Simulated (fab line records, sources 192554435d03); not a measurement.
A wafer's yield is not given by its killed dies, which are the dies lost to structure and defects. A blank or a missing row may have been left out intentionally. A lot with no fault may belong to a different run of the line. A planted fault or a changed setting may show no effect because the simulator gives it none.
8D (eight disciplines) problem report, filled in by code || flow n5-finfet || the parts of the form that need people (team, actions taken, sign-off) are left out

== 1. WHAT IS WRONG ==
Mean of cd-nm at N5_BEOL_M2_CD_MEAS_28: 22.64 nm across 5 wafers in 3 lots; on wafers with no fault it is 26.30 nm (standard deviation 0.24). Relative to the usual mean, that is a shift of -15 standard deviations.
The step: target cd 26.2 nm, target cd y 24.1 nm.
First seen on wafer L417.3, day 8 15:23, on cd-sem-01. The record has a number at this step for 26 wafers belonging to 9 lots. Rule for "out", or "out of limits": more than 4 standard deviations from the usual mean. The other wafers with a number count as sound.

== 2. WHAT IT IS; WHAT IT IS NOT ==
{"question": "which readings at this step", "is": "cd-nm", "is not": "-"}
{"question": "which lots", "is": "L417, L418, L423", "is not": "L415, L416, L419, L429, L430, L431"}
{"question": "which wafers of those lots", "is": "L417.3, L417.5, L418.3, L418.5, L423.5", "is not": "L417.6, L418.6, L423.4"}
{"question": "read on which gauges", "is": "cd-sem-01, cd-sem-03", "is not": "-"}
{"question": "when", "is": "from day 8 15:23", "is not": "up to then (7 sound wafers); but 14 sound wafers of L418, L419, L423, L429, L430, L431 came after"}

== 3. WHAT RULES OUT EACH SUSPECT ==
Counting: any tool at a process step up to the reading remains a suspect provided it ran every lot that is out. Sound lots after the first of them don't rule it out here, since some wafers of a struck lot are sound.
- the gauge at N5_BEOL_M2_CD_MEAS_28 is ruled out. 2 gauges (cd-sem-01, cd-sem-03) read the wafers that are out.
- euv-scanner-01 at N5_BEOL_M2_EXPOSE_25 (exposes mask V1, defocus 5 nm): kept. Every lot that is out went through it, the first being L417 (day 8 15:16); the last sound lot it ran before that was L416 (day 8 13:56).
Left after counting: euv-scanner-01 at N5_BEOL_M2_EXPOSE_25.

== 4. THE CAUSE (what the simulator had put in) ==
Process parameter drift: euv-scanner-01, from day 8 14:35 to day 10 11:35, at N5_BEOL_M2_EXPOSE_25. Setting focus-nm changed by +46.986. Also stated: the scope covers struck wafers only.
This tool alone remained once counting was done.

== 5. SEQUENCE OF EFFECTS, ordered by route ==
Rows list readings where the struck wafers' mean (over those with a number) sits beyond 3 standard deviations from the usual. Readings are gone through only where the record gives a usual standard deviation; hours: the median, over the lots, of the time from a lot's start at the first step in this table giving one to that lot's start at this step; sigmas: the change measured in usual standard deviations.
{"hours": 0, "step": "N5_BEOL_M2_CD_MEAS_28", "reading": "cd-nm", "usual": "26.30 nm", "on struck wafers": 22.64, "change": -3.66, "sigmas": -15}
{"hours": 173, "step": "N5_PASSIVATION_PROBE_49", "reading": "defect-limited-yield", "usual": "91.6 %", "on struck wafers": 0.0, "change": -91.6, "sigmas": -65}
{"hours": 173, "step": "N5_PASSIVATION_PROBE_49", "reading": "killed_at_M0_to_M3", "usual": 35, "on struck wafers": 1102, "change": "+1067", "sigmas": "+99 or more"}
{"hours": 173, "step": "N5_PASSIVATION_PROBE_49", "reading": "killed-dies", "usual": 100, "on struck wafers": 1180, "change": "+1080", "sigmas": "+64"}
{"hours": 173, "step": "N5_PASSIVATION_PROBE_49", "reading": "killed-on-rim", "usual": 13, "on struck wafers": 152, "change": "+139", "sigmas": "+33"}
{"hours": 173, "step": "N5_PASSIVATION_PROBE_49", "reading": "sort-n-pass", "usual": 1080, "on struck wafers": 0, "change": -1080, "sigmas": -64}
{"hours": 173, "step": "N5_PASSIVATION_PROBE_49", "reading": "sort-yield-pct", "usual": "91.6 %", "on struck wafers": 0.0, "change": -91.6, "sigmas": -65}
The process steps in it:
- N5_PASSIVATION_PROBE_49

== 6. WHAT WOULD HAVE CAUGHT IT SOONER ==
In this record the first reading out of limits at a measuring or inspecting step was taken at day 8 15:23, 1 hour after the fault began at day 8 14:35.
L418, L423, from the lots that are out (3), started N5_BEOL_M2_EXPOSE_25 on euv-scanner-01 later than day 8 15:23. A hold on the tool at that time would have spared those 2.
